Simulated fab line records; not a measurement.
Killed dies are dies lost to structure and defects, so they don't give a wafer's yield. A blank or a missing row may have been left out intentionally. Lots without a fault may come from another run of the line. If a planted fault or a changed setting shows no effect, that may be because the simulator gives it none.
What tool caused it? || flow nand harc || 39 wafers from 13 lots sampled at 2 of the route's 1302 steps

== WHAT THE GAUGES SHOWED, per wafer ==
NHARC_A_BONDPAD_CD_MEAS_09: target cd 500 nm. Usual: 499.7 nm for cd nm, sd 1.6.
{"lot": "L641", "measured": "day 23 06:13", "on": "cd sem-03", "cd nm (nm)": "500.5 498.8 499.2", "flag": ""}
{"lot": "L643", "measured": "day 23 18:04", "on": "cd sem-03", "cd nm (nm)": "497.3 498.6 496.0", "flag": ""}
{"lot": "L642", "measured": "day 23 21:15", "on": "cd sem-01", "cd nm (nm)": "500.0 502.4 498.6", "flag": ""}
{"lot": "L644", "measured": "day 24 09:00", "on": "cd sem-02", "cd nm (nm)": "500.9 499.9 500.9", "flag": ""}
{"lot": "L646", "measured": "day 24 14:04", "on": "cd sem-01", "cd nm (nm)": "498.8 500.2 502.4", "flag": ""}
{"lot": "L647", "measured": "day 25 06:36", "on": "cd sem-03", "cd nm (nm)": "498.4 499.6 498.6", "flag": ""}
{"lot": "L649", "measured": "day 26 07:22", "on": "cd sem-02", "cd nm (nm)": "498.5 502.0 501.0", "flag": ""}
{"lot": "L650", "measured": "day 26 13:53", "on": "cd sem-03", "cd nm (nm)": "498.6 500.5 495.5", "flag": ""}
{"lot": "L648", "measured": "day 26 23:01", "on": "cd sem-02", "cd nm (nm)": "499.4 500.7 500.2", "flag": ""}
{"lot": "L651", "measured": "day 27 17:07", "on": "cd sem-03", "cd nm (nm)": "497.5 501.7 498.9", "flag": ""}
{"lot": "L652", "measured": "day 27 21:14", "on": "cd sem-02", "cd nm (nm)": "499.4 498.5 500.3", "flag": ""}
{"lot": "L653", "measured": "day 28 10:08", "on": "cd sem-01", "cd nm (nm)": "499.8 500.8 502.6", "flag": ""}
{"lot": "L655", "measured": "day 29 01:43", "on": "cd sem-03", "cd nm (nm)": "497.7 497.9 500.1", "flag": ""}

== WHAT TOOL EACH LOT RAN ON (gives the tool, then ch and the chambers of the sampled wafers, and finally the start) ==
{"lot": "L641", "NHARC_A_BONDPAD_CMP_29": "cmp-01 ch 1,2,3, day 23 05:23"}
{"lot": "L643", "NHARC_A_BONDPAD_CMP_29": "cmp-02 ch 0,1, day 23 17:15"}
{"lot": "L642", "NHARC_A_BONDPAD_CMP_29": "cmp-01 ch 0,1,3, day 23 20:34"}
{"lot": "L644", "NHARC_A_BONDPAD_CMP_29": "cmp-04 ch 1,2,3, day 24 08:15"}
{"lot": "L646", "NHARC_A_BONDPAD_CMP_29": "cmp-04 ch 0,1, day 24 13:23"}
{"lot": "L647", "NHARC_A_BONDPAD_CMP_29": "cmp-01 ch 0,1,2, day 25 05:56"}
{"lot": "L649", "NHARC_A_BONDPAD_CMP_29": "cmp-02 ch 0,2, day 26 06:41"}
{"lot": "L650", "NHARC_A_BONDPAD_CMP_29": "cmp-01 ch 0,2, day 26 13:13"}
{"lot": "L648", "NHARC_A_BONDPAD_CMP_29": "cmp-02 ch 1,2,3, day 26 22:11"}
{"lot": "L651", "NHARC_A_BONDPAD_CMP_29": "cmp-02 ch 0,2,3, day 27 16:20"}
{"lot": "L652", "NHARC_A_BONDPAD_CMP_29": "cmp-02 ch 0,1,2, day 27 20:26"}
{"lot": "L653", "NHARC_A_BONDPAD_CMP_29": "cmp-02 ch 1,3, day 28 09:19"}
{"lot": "L655", "NHARC_A_BONDPAD_CMP_29": "cmp-04 ch 0,1, day 29 00:56"}
- NHARC_A_BONDPAD_CMP_29: polishes SiCN, target thk 200 nm.

== AS READ BY THE TOOLS THEMSELVES (means over the sampled wafers that have a number; for cases with no such wafer, the mark the record gives instead) ==
NHARC_A_BONDPAD_CMP_29. Usual: 12.1 A for motor current A, sd 1.
{"lot": "L641", "tool": "cmp-01", "motor current A (A)": 11.5, "flag": ""}
{"lot": "L643", "tool": "cmp-02", "motor current A (A)": 13.2, "flag": ""}
{"lot": "L642", "tool": "cmp-01", "motor current A (A)": 11.8, "flag": ""}
{"lot": "L644", "tool": "cmp-04", "motor current A (A)": 12.8, "flag": ""}
{"lot": "L646", "tool": "cmp-04", "motor current A (A)": 12.9, "flag": ""}
{"lot": "L647", "tool": "cmp-01", "motor current A (A)": 11.4, "flag": ""}
{"lot": "L649", "tool": "cmp-02", "motor current A (A)": 12.5, "flag": ""}
{"lot": "L650", "tool": "cmp-01", "motor current A (A)": 11.8, "flag": ""}
{"lot": "L648", "tool": "cmp-02", "motor current A (A)": 11.3, "flag": ""}
{"lot": "L651", "tool": "cmp-02", "motor current A (A)": 11.9, "flag": ""}
{"lot": "L652", "tool": "cmp-02", "motor current A (A)": 12.7, "flag": ""}
{"lot": "L653", "tool": "cmp-02", "motor current A (A)": 11.3, "flag": ""}
{"lot": "L655", "tool": "cmp-04", "motor current A (A)": 12.8, "flag": ""}

== THE ANSWER, worked out from the rows above alone ==
Rule: lot off if the mean of its wafers having a number is beyond 3 standard deviations from the usual mean. A lot without any number at a reading at which 4 lots or more have one is off too. All remaining lots with rows at the step are treated as sound. After the gauges, taken in route order, come the tools' own readings; for these a lot's mean is taken, as printed above. The first step at which some lot is off is used, and at that step the reading that is off furthest; a lot without a number counts as furthest.
Across all readings shown, no lot is off: no conclusion can be drawn from this.

== WHAT THE SIMULATOR PUT IN ==
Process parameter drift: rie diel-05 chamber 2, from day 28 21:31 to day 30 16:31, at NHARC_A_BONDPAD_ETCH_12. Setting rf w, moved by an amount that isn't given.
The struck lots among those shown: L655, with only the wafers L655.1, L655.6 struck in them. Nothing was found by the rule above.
